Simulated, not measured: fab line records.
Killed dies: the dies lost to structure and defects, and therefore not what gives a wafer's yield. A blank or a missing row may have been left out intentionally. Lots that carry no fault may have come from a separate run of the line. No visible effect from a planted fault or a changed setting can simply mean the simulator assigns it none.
Which of the tools did it? ; flow nand harc ; 24 lots, 72 wafers sampled, at 2 steps of a route of 1302

WHAT THE GAUGES SHOWED, per wafer
NHARC_A_CONTACT_CD_MEAS_42: the cd target is 300 nm. Usual: cd nm 300.0 nm, standard deviation 0.4.
lot;measured;on;cd nm (nm);flag
L074;day 21 20:49;cd sem-03;299.7 300.3 300.2;
L075;day 21 21:08;cd sem-01;300.1 300.1 299.9;
L076;day 22 06:18;cd sem-03;300.3 299.3 300.1;
L078;day 23 00:24;cd sem-01;299.5 299.2 300.3;
L077;day 23 00:33;cd sem-02;300.1 300.1 300.8;
L079;day 23 17:37;cd sem-01;300.0 299.5 299.3;
L080;day 23 23:05;cd sem-01;299.9 299.9 299.5;
L081;day 24 01:47;cd sem-02;300.3 299.8 299.4;
L083;day 24 20:58;cd sem-02;300.2 299.9 300.4;
L082;day 24 22:17;cd sem-02;299.9 300.0 300.0;
L085;day 25 16:37;cd sem-03;300.4 299.8 300.8;
L084;day 25 23:19;cd sem-01;300.4 299.7 300.4;
L086;day 26 10:03;cd sem-02;299.9 299.6 299.5;
L087;day 27 00:53;cd sem-03;300.1 300.5 300.2;
L088;day 27 18:07;cd sem-01;299.9 299.9 300.4;
L089;day 27 18:25;cd sem-03;299.9 299.8 299.9;
L091;day 28 16:08;cd sem-02;299.6 299.7 300.4;
L090;day 28 15:19;cd sem-03;299.8 300.2 299.6;
L093;day 29 15:27;cd sem-01;299.9 300.4 299.9;
L092;day 29 15:40;cd sem-02;300.7 300.2 300.4;
L095;day 30 03:27;cd sem-01;299.5 300.2 300.1;
L096;day 30 05:55;cd sem-01;300.5 300.1 300.0;
L094;day 30 12:34;cd sem-02;299.9 299.6 299.4;
L097;day 30 18:27;cd sem-03;300.1 300.6 300.8;

TOOL THAT RAN EACH LOT (tool first, then ch and the chambers of the sampled wafers, then the start)
lot;NHARC_A_WL_FILL_CVD_20
L074;cvd w-01 ch 0,1, day 21 20:49 or earlier
L075;cvd w-01 ch 0, day 21 21:08 or earlier
L076;cvd w-01 ch 0,1, day 22 06:18 or earlier
L078;cvd w-01 ch 0,1, day 23 00:24 or earlier
L077;cvd w-02 ch 0,1, day 23 00:33 or earlier
L079;cvd w-01 ch 0,1, day 23 17:37 or earlier
L080;cvd w-02 ch 0,1, day 23 23:05 or earlier
L081;cvd w-02 ch 0,1, day 24 01:47 or earlier
L083;cvd w-02 ch 0,1, day 24 20:58 or earlier
L082;cvd w-02 ch 0,1, day 24 22:17 or earlier
L085;cvd w-01 ch 0,1, day 25 16:37 or earlier
L084;cvd w-02 ch 0,1, day 25 23:19 or earlier
L086;cvd w-02 ch 0,1, day 26 10:03 or earlier
L087;cvd w-02 ch 0,1, day 27 00:53 or earlier
L088;cvd w-01 ch 0,1, day 27 18:07 or earlier
L089;cvd w-02 ch 0,1, day 27 18:25 or earlier
L091;cvd w-02 ch 0,1, day 28 16:08 or earlier
L090;cvd w-01 ch 0,1, day 28 15:19 or earlier
L093;cvd w-01 ch 0,1, day 29 15:27 or earlier
L092;cvd w-02 ch 0,1, day 29 15:40 or earlier
L095;cvd w-01 ch 0,1, day 30 03:27 or earlier
L096;cvd w-01 ch 0,1, day 30 05:55 or earlier
L094;cvd w-02 ch 0,1, day 30 12:34 or earlier
L097;cvd w-01 ch 0,1, day 30 18:27 or earlier
- NHARC_A_WL_FILL_CVD_20: deposits W, target thk 100 nm, time 74 s.

AS READ BY THE TOOLS THEMSELVES (means over the sampled wafers that have a number; for cases with no such wafer, the mark the record gives instead)
NHARC_A_WL_FILL_CVD_20. Usual: heater power outer w 573 W, standard deviation 52; heater power w 895 W, standard deviation 59; throttle valve pct 7.99 %, standard deviation 0.18.
lot;tool;heater power outer w (W);heater power w (W);throttle valve pct (%);flag
L074;cvd w-01;521;850;8.04;
L075;cvd w-01;556;876;8.07;
L076;cvd w-01;540;860;8.00;
L078;cvd w-01;540;879;7.92;
L077;cvd w-02;620;959;7.85;
L079;cvd w-01;538;879;8.05;
L080;cvd w-02;626;961;7.99;
L081;cvd w-02;630;947;7.97;
L083;cvd w-02;617;921;8.13;
L082;cvd w-02;624;967;8.11;
L085;cvd w-01;534;840;7.82;
L084;cvd w-02;616;927;8.01;
L086;cvd w-02;636;937;8.02;
L087;cvd w-02;619;929;8.04;
L088;cvd w-01;521;830;7.95;
L089;cvd w-02;609;931;7.99;
L091;cvd w-02;624;946;8.05;
L090;cvd w-01;513;837;8.00;
L093;cvd w-01;539;851;8.04;
L092;cvd w-02;619;927;8.05;
L095;cvd w-01;535;872;8.08;
L096;cvd w-01;517;828;8.01;
L094;cvd w-02;590;880;7.77;
L097;cvd w-01;515;836;8.11;

THE ANSWER, worked out from the rows above alone
Rule: a lot counts as off when the mean over its wafers that have a number is more than 3 standard deviations away from the usual mean. A lot without any number at a reading at which 4 lots or more have one is off too. All remaining lots with rows at the step are treated as sound. First the gauges in route order, then the tools' own readings, where a lot's mean is used as printed above. At the first step where some lot is off, the reading lying furthest off is the one used; lots without a number count as furthest.
None of the lots is off at any reading shown; this tells nothing.

WHAT THE SIMULATOR PUT IN
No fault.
